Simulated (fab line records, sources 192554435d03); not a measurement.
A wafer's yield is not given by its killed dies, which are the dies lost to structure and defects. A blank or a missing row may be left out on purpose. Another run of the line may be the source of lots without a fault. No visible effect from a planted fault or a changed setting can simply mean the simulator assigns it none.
Matching of chambers | flow n5 finfet | N5_BEOL_M7_VIA_ETCH_34 on rie diel-03 has 4 sister chambers
The step etches SiCOH lowk in C4F6/O2, target depth 125.5 nm, time 50.5 s. 16 wafers are shown with their chamber, then 8 later ones without.

## EACH WAFER AND ITS CHAMBER
wafer  | chamber | drypump motor current A (A) | rf vpp V (V) | showerhead plenum p Torr (Torr)
L077.3 | 3       | 6.7                         | 658          | 2.84
L077.4 | 2       | 5.8                         | 662          | 2.91
L077.6 | 0       | 5.3                         | 687          | 2.77
L080.4 | 1       | 4.8                         | 685          | 2.90
L080.5 | 1       | 4.8                         | 687          | 2.90
L080.6 | 0       | 5.3                         | 686          | 2.76
L085.1 | 1       | 4.8                         | 685          | 2.89
L085.4 | 0       | 5.3                         | 684          | 2.76
L085.5 | 0       | 5.3                         | 683          | 2.76
L090.3 | 3       | 6.6                         | 657          | 2.83
L090.5 | 2       | 5.8                         | 660          | 2.91
L090.6 | 3       | 6.6                         | 658          | 2.83
L093.2 | 2       | 5.7                         | 661          | 2.90
L093.4 | 2       | 5.7                         | 660          | 2.90
L093.5 | 0       | 5.3                         | 686          | 2.75
L095.1 | 0       | 5.3                         | 686          | 2.75

SIGNATURES (averages over the wafers above)
reading                  | chamber 0 | chamber 1 | chamber 2 | chamber 3 | scatter within a chamber
drypump motor current A  | 5.300     | 4.800     | 5.750     | 6.633     | 0.0373
rf vpp V                 | 685.33    | 685.67    | 660.75    | 657.67    | 1.2
showerhead plenum p Torr | 2.7583    | 2.8967    | 2.9050    | 2.8333    | 0.00656
Rule: for each reading, subtract the chamber's mean from the wafer's reading, divide by that reading's scatter and square the result; add these up over the readings and take the root, which gives the wafer's distance from the chamber. If the next closest chamber is less than 2 further off than the closest, the wafer can't be placed; otherwise it belongs to the closest. The scatter: take each reading less its chamber's mean, square it, sum over the shown wafers, divide by the number of wafers less the number of chambers, and take the root.

## WAFERS WHOSE CHAMBER IS MISSING
wafer  | drypump motor current A (A) | rf vpp V (V) | showerhead plenum p Torr (Torr)
L095.4 | 5.7                         | 661          | 2.90
L095.5 | 6.6                         | 656          | 2.83
L094.1 | 5.3                         | 685          | 2.75
L094.2 | 4.8                         | 685          | 2.89
L094.4 | 5.7                         | 661          | 2.90
L096.1 | 4.8                         | 686          | 2.88
L096.2 | 5.7                         | 660          | 2.90
L096.3 | 5.3                         | 684          | 2.75

## THE CHAMBER EACH PASSED THROUGH
wafer  | from the rows above | in truth
L095.4 | 2                   | 2
L095.5 | 3                   | 3
L094.1 | 0                   | 0
L094.2 | 1                   | 1
L094.4 | 2                   | 2
L096.1 | 1                   | 1
L096.2 | 2                   | 2
L096.3 | 0                   | 0
Placed correctly: 8 of 8. Number that these rows cannot place: 0. Placed wrongly: 0.
